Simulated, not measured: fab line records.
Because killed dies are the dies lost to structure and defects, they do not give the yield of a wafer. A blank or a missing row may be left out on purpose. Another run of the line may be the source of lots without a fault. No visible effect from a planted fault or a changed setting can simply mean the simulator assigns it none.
Lot-split experiment | flow n5_finfet | 21 wafers read across 7 lots, on a route 1938 steps long

== SPLIT DETAILS ==
At N5_BEOL_M2_DESCUM_16 (chemistry O2, time 7 s), the setting time_s was moved away from the recipe's 7 s on 7 of the 21 wafers read, by -19.0% to +17.4%. For the rest of the wafers, this setting stayed at what the recipe calls for.

The split's own step is where the reading is taken.

== THE READING ==
CAR-EUV_of_BEOL_M2_COAT_05.thk_nm (the simulator's own value, which no gauge read), in nm, at N5_BEOL_M2_DESCUM_16 (chemistry O2, time 7 s). There is no usual value for it anywhere in the file. Average 26.0 nm, standard deviation 0.1 nm, over the 14 wafers here run with the recipe.

wafer  | tool, chamber at the split | time_s as run, s | against the recipe | CAR-EUV_of_BEOL_M2_COAT_05.thk_nm, nm | against lot-mates on the recipe
L079.1 | rie_diel-06, 2             | 6.319            | -9.7%              | 26.2                                  | +0.2
L079.3 | rie_diel-06, 1             | 7                | recipe             | 26                                    | -
L079.4 | rie_diel-06, 1             | 7                | recipe             | 26                                    | -
L078.1 | rie_diel-04, 2,0,3         | 7                | recipe             | 26                                    | -
L078.2 | rie_diel-04, 2,0,3         | 7                | recipe             | 26                                    | -
L078.3 | rie_diel-04, 2,0,3         | 7                | recipe             | 26                                    | -
L081.2 | rie_diel-04, 0,3           | 7                | recipe             | 26.2                                  | -
L081.5 | rie_diel-04, 0,3           | 7                | recipe             | 26.2                                  | -
L081.6 | rie_diel-04, 0             | 7                | recipe             | 26                                    | -
L085.2 | rie_diel-04, 1             | 5.683            | -18.8%             | 26.6                                  | +0.6
L085.4 | rie_diel-04, 2             | 7                | recipe             | 26                                    | -
L085.6 | rie_diel-04, 1             | 5.683            | -18.8%             | 26.8                                  | +0.8
L087.1 | rie_diel-06, 3,1           | 5.67             | -19.0%             | 26.8                                  | +0.8
L087.4 | rie_diel-06, 3,1           | 5.67             | -19.0%             | 26.8                                  | +0.8
L087.2 | rie_diel-06, 2             | 7                | recipe             | 26                                    | -
L091.1 | rie_diel-04, 1,2           | 8.216            | +17.4%             | 25.2                                  | -0.6
L091.4 | rie_diel-04, 1,2           | 8.216            | +17.4%             | 25.2                                  | -0.6
L091.2 | rie_diel-04, 3             | 7                | recipe             | 25.8                                  | -
L097.1 | rie_diel-04, 1,2           | 7                | recipe             | 26                                    | -
L097.4 | rie_diel-04, 1,2           | 7                | recipe             | 26                                    | -
L097.2 | rie_diel-04, 3             | 7                | recipe             | 26.2                                  | -
If several chambers appear in one row, that row covers several wafers at once and the file leaves open which wafer was in which chamber.

FIT RESULTS
A straight line over all 21 wafers: CAR-EUV_of_BEOL_M2_COAT_05.thk_nm changes by -0.0407 nm for each +1% of time_s; r = -0.96; the points scatter about the line by 0.11 nm.
The same after taking each lot's own level away (the mean of its wafers on the recipe; 21 wafers): -0.0372 nm for each +1%; r = -0.98; scatter 0.08 nm.
That fit puts the effect of the largest move of time_s on the reading at 0.71 nm.
Across the lots, their own levels run from 25.80 to 26.13 nm, a range of 3.2 times the standard deviation given above.
Hence the lot-to-lot level has little effect on the slope; both slopes agree.
Check: with one of the wafers moved furthest among these (-19.0%) left out of the fit, the line predicts +0.693 nm for it against its lot-mates. Against them it came out at +0.8 nm.

== OTHER SPLITS APPLIED TO THESE WAFERS ==
Other splits were also applied to these wafers ahead of the reading. Each is held against what the fit with the lots' levels taken away leaves over:
other split on the same wafers             | wafers away from the commonest value | r with CAR-EUV_of_BEOL_M2_COAT_05.thk_nm (lot level and that fit taken away)
N5_BEOL_M0_SAQP_SPACER2_ETCHBACK_27 time_s | 5                                    | -0.10
N5_BEOL_M1_PECVD_72 time_s                 | 9                                    | -0.35
N5_BEOL_M1_COAT_05 spin_rpm                | 9                                    | +0.14

== THE FILE'S OWN FIT ==
CAR-EUV_of_BEOL_M2_COAT_05.thk_nm changes by -0.0367 nm for each +1% of time_s, r = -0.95.
